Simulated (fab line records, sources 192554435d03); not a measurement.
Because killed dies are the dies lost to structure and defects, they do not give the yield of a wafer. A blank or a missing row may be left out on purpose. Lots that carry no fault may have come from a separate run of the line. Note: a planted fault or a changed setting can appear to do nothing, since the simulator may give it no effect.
Chamber matching :: flow n5_finfet :: 4 sister chambers for N5_BEOL_M2_ALD_84 on ald_metal-01
The step deposits TaN, pulse time 2 s, purge time 3 s, co reactant purge time 2 s. 8 wafers are shown with their chamber, then 10 later ones without.

== WAFERS WITH THEIR CHAMBER ==
wafer: L078.4
chamber: 0
heater_power_w (W): 426

wafer: L080.3
chamber: 0
heater_power_w (W): 425

wafer: L085.5
chamber: 2
heater_power_w (W): 478

wafer: L092.1
chamber: 1
heater_power_w (W): 435

wafer: L092.2
chamber: 2
heater_power_w (W): 479

wafer: L092.5
chamber: 1
heater_power_w (W): 427

wafer: L093.4
chamber: 3
heater_power_w (W): 385

wafer: L093.5
chamber: 3
heater_power_w (W): 393

== WAFERS MISSING THEIR CHAMBER ==
wafer: L093.6
heater_power_w (W): 436

wafer: L094.2
heater_power_w (W): 422

wafer: L094.3
heater_power_w (W): 429

wafer: L094.4
heater_power_w (W): 395

wafer: L095.1
heater_power_w (W): 423

wafer: L095.4
heater_power_w (W): 423

wafer: L095.5
heater_power_w (W): 384

wafer: L096.1
heater_power_w (W): 395

wafer: L096.2
heater_power_w (W): 435

wafer: L096.6
heater_power_w (W): 424

== WHICH CHAMBER EACH ONE RAN IN ==
wafer: L093.6
from the rows above: can't be placed: 1 or 0
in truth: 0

wafer: L094.2
from the rows above: can't be placed: 0 or 1
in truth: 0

wafer: L094.3
from the rows above: can't be placed: 1 or 0
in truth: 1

wafer: L094.4
from the rows above: 3
in truth: 3

wafer: L095.1
from the rows above: can't be placed: 0 or 1
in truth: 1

wafer: L095.4
from the rows above: can't be placed: 0 or 1
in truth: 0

wafer: L095.5
from the rows above: 3
in truth: 3

wafer: L096.1
from the rows above: 3
in truth: 3

wafer: L096.2
from the rows above: can't be placed: 1 or 0
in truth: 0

wafer: L096.6
from the rows above: can't be placed: 0 or 1
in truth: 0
Correct placement for 3 of the 10. Not placeable from these rows: 7 (in 7, the candidates include the true chamber). Wrongly placed: 0.
How it was worked out, from the rows above alone: a wafer's distance from a chamber is the root of the sum, over the readings, of the square of ((its reading less the chamber's mean) divided by the reading's scatter). The wafer belongs to the nearest chamber; if the next one is less than 2 further off, it can't be placed. Each chamber's mean is taken over the wafers shown for it. The scatter: the root of (the sum of the squares of (reading less its chamber's mean) over the shown wafers, divided by (wafers less chambers)).
